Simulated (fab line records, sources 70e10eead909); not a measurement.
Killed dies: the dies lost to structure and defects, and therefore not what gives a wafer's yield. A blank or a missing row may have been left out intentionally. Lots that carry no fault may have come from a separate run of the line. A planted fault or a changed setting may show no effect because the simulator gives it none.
Chamber matching :: flow nand harc :: NHARC_A_BLC_ALD_23 on ald metal-03 has 4 sister chambers
The step deposits TiN, target thk 3 nm, pulse time 1 s, ald cycles 150. 8 wafers are shown with their chamber, then 12 later ones without.

WAFERS, EACH WITH ITS CHAMBER
wafer: L086.1
chamber: 1
heater power w (W): 1181
precursor pulse height rel: 0.981

wafer: L086.5
chamber: 0
heater power w (W): 838
precursor pulse height rel: 1.010

wafer: L087.3
chamber: 0
heater power w (W): 836
precursor pulse height rel: 0.989

wafer: L087.5
chamber: 1
heater power w (W): 1151
precursor pulse height rel: 0.989

wafer: L087.6
chamber: 2
heater power w (W): 1079
precursor pulse height rel: 1.024

wafer: L090.3
chamber: 2
heater power w (W): 1061
precursor pulse height rel: 0.988

wafer: L090.4
chamber: 3
heater power w (W): 1217
precursor pulse height rel: 1.017

wafer: L090.5
chamber: 3
heater power w (W): 1195
precursor pulse height rel: 1.006

WAFERS WITH NO CHAMBER GIVEN
wafer: L090.1
heater power w (W): 1170
precursor pulse height rel: 0.988

wafer: L090.2
heater power w (W): 809
precursor pulse height rel: 1.029

wafer: L090.6
heater power w (W): 878
precursor pulse height rel: 1.007

wafer: L092.4
heater power w (W): 1044
precursor pulse height rel: 1.012

wafer: L092.5
heater power w (W): 904
precursor pulse height rel: 0.987

wafer: L092.6
heater power w (W): 1147
precursor pulse height rel: 1.000

wafer: L093.3
heater power w (W): 893
precursor pulse height rel: 0.994

wafer: L093.4
heater power w (W): 1141
precursor pulse height rel: 1.025

wafer: L093.5
heater power w (W): 1042
precursor pulse height rel: 1.020

wafer: L096.2
heater power w (W): 1172
precursor pulse height rel: 1.022

wafer: L096.3
heater power w (W): 1066
precursor pulse height rel: 1.024

wafer: L096.4
heater power w (W): 1052
precursor pulse height rel: 1.008

CHAMBER TAKEN BY EACH
wafer: L090.1
from the rows above: 1
in truth: 1

wafer: L090.2
from the rows above: 0
in truth: 0

wafer: L090.6
from the rows above: 0
in truth: 0

wafer: L092.4
from the rows above: 2
in truth: 2

wafer: L092.5
from the rows above: 0
in truth: 0

wafer: L092.6
from the rows above: 1
in truth: 1

wafer: L093.3
from the rows above: 0
in truth: 0

wafer: L093.4
from the rows above: can't be placed: 1 or 3 or 2
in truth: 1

wafer: L093.5
from the rows above: 2
in truth: 2

wafer: L096.2
from the rows above: can't be placed: 3 or 1
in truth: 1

wafer: L096.3
from the rows above: 2
in truth: 2

wafer: L096.4
from the rows above: 2
in truth: 2
Correctly placed: 10 of 12. Unplaceable from these rows: 2, with the true chamber sitting among the candidates in 2. Number placed wrongly: 0.
How it was worked out, from the rows above alone: a wafer's distance from a chamber is the root of the sum, over the readings, of the square of ((its reading less the chamber's mean) divided by the reading's scatter). The wafer belongs to the nearest chamber; if the next one is less than 2 further off, it can't be placed. A chamber's mean is the mean of its shown wafers. The scatter: take each reading less its chamber's mean, square it, sum over the shown wafers, divide by the number of wafers less the number of chambers, and take the root.
